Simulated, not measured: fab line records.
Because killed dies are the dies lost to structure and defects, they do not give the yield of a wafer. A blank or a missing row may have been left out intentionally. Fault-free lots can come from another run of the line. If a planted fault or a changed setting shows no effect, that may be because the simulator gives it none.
Matching of chambers || flow nand_harc || NHARC_A_STAIRCASE_DEP_322 on pecvd-03 has 3 sister chambers
The step deposits SiO2, target thk 3800 nm. 3 wafers are shown with their chamber, then 11 later ones without.

WAFERS PAIRED WITH THEIR CHAMBERS
{"wafer": "L088.1", "chamber": 0, "mfc_precursor_sccm (sccm)": 199.3}
{"wafer": "L088.2", "chamber": 1, "mfc_precursor_sccm (sccm)": 200.1}
{"wafer": "L090.1", "chamber": 2, "mfc_precursor_sccm (sccm)": 200.1}

WAFERS WITH NO CHAMBER GIVEN
{"wafer": "L090.3", "mfc_precursor_sccm (sccm)": 199.5}
{"wafer": "L090.6", "mfc_precursor_sccm (sccm)": 199.2}
{"wafer": "L091.3", "mfc_precursor_sccm (sccm)": 200.5}
{"wafer": "L091.4", "mfc_precursor_sccm (sccm)": 199.9}
{"wafer": "L091.5", "mfc_precursor_sccm (sccm)": 200.2}
{"wafer": "L092.2", "mfc_precursor_sccm (sccm)": 198.9}
{"wafer": "L092.3", "mfc_precursor_sccm (sccm)": 199.3}
{"wafer": "L092.5", "mfc_precursor_sccm (sccm)": 199.4}
{"wafer": "L096.3", "mfc_precursor_sccm (sccm)": 199.4}
{"wafer": "L096.5", "mfc_precursor_sccm (sccm)": 200.9}
{"wafer": "L096.6", "mfc_precursor_sccm (sccm)": 199.8}

CHAMBER TAKEN BY EACH
{"wafer": "L090.3", "from the rows above": "can't be placed: 0 or 1 or 2", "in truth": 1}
{"wafer": "L090.6", "from the rows above": 0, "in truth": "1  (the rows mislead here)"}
{"wafer": "L091.3", "from the rows above": "can't be placed: 1 or 2", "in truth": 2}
{"wafer": "L091.4", "from the rows above": "can't be placed: 1 or 2 or 0", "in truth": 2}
{"wafer": "L091.5", "from the rows above": "can't be placed: 1 or 2", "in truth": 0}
{"wafer": "L092.2", "from the rows above": 0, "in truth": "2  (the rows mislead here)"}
{"wafer": "L092.3", "from the rows above": 0, "in truth": 0}
{"wafer": "L092.5", "from the rows above": "can't be placed: 0 or 1 or 2", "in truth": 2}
{"wafer": "L096.3", "from the rows above": "can't be placed: 0 or 1 or 2", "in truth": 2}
{"wafer": "L096.5", "from the rows above": "can't be placed: 1 or 2", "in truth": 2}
{"wafer": "L096.6", "from the rows above": "can't be placed: 1 or 2 or 0", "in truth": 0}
Correct placement for 1 of the 11. Not placeable from these rows: 8 (in 7, the candidates include the true chamber). Number placed wrongly: 2.
How it was worked out, from the rows above alone: a wafer's distance from a chamber is the root of the sum, over the readings, of the square of ((its reading less the chamber's mean) divided by the reading's scatter). If the next closest chamber is less than 2 further off than the closest, the wafer can't be placed; otherwise it belongs to the closest. Each chamber's mean is taken over the wafers shown for it. The scatter (one wafer shown for each chamber): square how far every hidden wafer sits from the nearest shown wafer, average those squares and take the square root.
